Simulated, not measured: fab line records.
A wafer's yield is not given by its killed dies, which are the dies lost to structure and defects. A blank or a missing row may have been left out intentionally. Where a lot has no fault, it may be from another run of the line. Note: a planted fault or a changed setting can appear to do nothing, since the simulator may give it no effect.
One fault through the eyes of 2 desks | flow n5 finfet | each desk has only its own numbers; what lay behind them comes last

== AT THE METROLOGY DESK ==
What the gauges read for every lot (on any tool): the sampled wafers with a number, averaged. If a lot's mean is further than 4 standard deviations from the usual mean, the lot is out of limits and carries the mark OUT (the distance appears in the brackets). It has 10 readings; the 7 that lie furthest out on some lot are the ones shown.
Columns: A = DIBL_N at N5_BEOL_M4_RC_MEAS_101, usual 36.0 mV/V; B = ION_N at N5_BEOL_M4_RC_MEAS_101, usual 675 uA/um; C = ION_P at N5_BEOL_M4_RC_MEAS_101, usual 464 uA/um; D = SS_N at N5_BEOL_M4_RC_MEAS_101, usual 71.5 mV/dec; E = SS_P at N5_BEOL_M4_RC_MEAS_101, usual 73.3 mV/dec; F = VT_N at N5_BEOL_M4_RC_MEAS_101, usual 250 mV; G = VT_P at N5_BEOL_M4_RC_MEAS_101, usual -249 mV
lot  | first seen here | A    | B   | C   | D    | E    | F   | G
L762 | day 7 20:04     | 36.5 | 666 | 453 | 71.7 | 73.0 | 251 | -253
L764 | day 8 07:10     | 34.9 | 675 | 460 | 71.4 | 72.7 | 252 | -252
L766 | day 8 23:21     | 33.9 | 677 | 464 | 70.9 | 73.2 | 250 | -250
L769 | day 9 17:04     | 37.2 | 665 | 465 | 71.9 | 73.6 | 249 | -244
L770 | day 10 03:58    | 35.2 | 666 | 456 | 71.2 | 73.3 | 253 | -251
L772 | day 10 18:43    | 37.0 | 676 | 460 | 72.3 | 73.1 | 248 | -246
L774 | day 10 22:04    | 35.9 | 684 | 472 | 71.1 | 73.2 | 249 | -251
L777 | day 12 01:01    | 36.7 | 677 | 456 | 71.4 | 73.6 | 250 | -252
L779 | day 12 04:14    | 35.9 | 672 | 460 | 71.2 | 73.4 | 248 | -250
L783 | day 13 06:37    | 33.4 | 670 | 467 | 71.1 | 73.1 | 253 | -248
L782 | day 13 13:07    | 36.9 | 692 | 474 | 71.6 | 73.1 | 249 | -249
Finding of this desk: none of the 11 lots has anything out of limits.

== AT THE TOOL OWNER'S DESK: ald sin-01 ==
The tool's own readings at N5_GATE_CUT_ALD_22 (deposits SiNx, target thk 16 nm, pulse time 1 s, ald cycles 320): means of the sampled wafers that have a number, for each lot that ran on this tool. If a lot's mean is further than 4 standard deviations from the usual mean, the lot is out of limits and carries the mark OUT (the distance appears in the brackets).
Columns: A = heater power outer w at N5_GATE_CUT_ALD_22, usual 520 W; B = heater power w at N5_GATE_CUT_ALD_22, usual 846 W; C = precursor pulse height rel at N5_GATE_CUT_ALD_22, usual 0.998
lot  | first seen here | A   | B   | C
L770 | day 6 15:34     | 533 | 817 | 1.006
L772 | day 7 03:46     | 564 | 938 | 0.988
L774 | day 7 16:02     | 538 | 844 | 1.000
L777 | day 8 07:12     | 555 | 882 | 1.006
Finding of this desk: none of the 4 lots has anything out of limits.

== TAKEN TOGETHER ==
The metrology desk saw nothing out of limits.
The tool owner's desk saw nothing out of limits.

== WHAT THE SIMULATOR HAD PUT IN ==
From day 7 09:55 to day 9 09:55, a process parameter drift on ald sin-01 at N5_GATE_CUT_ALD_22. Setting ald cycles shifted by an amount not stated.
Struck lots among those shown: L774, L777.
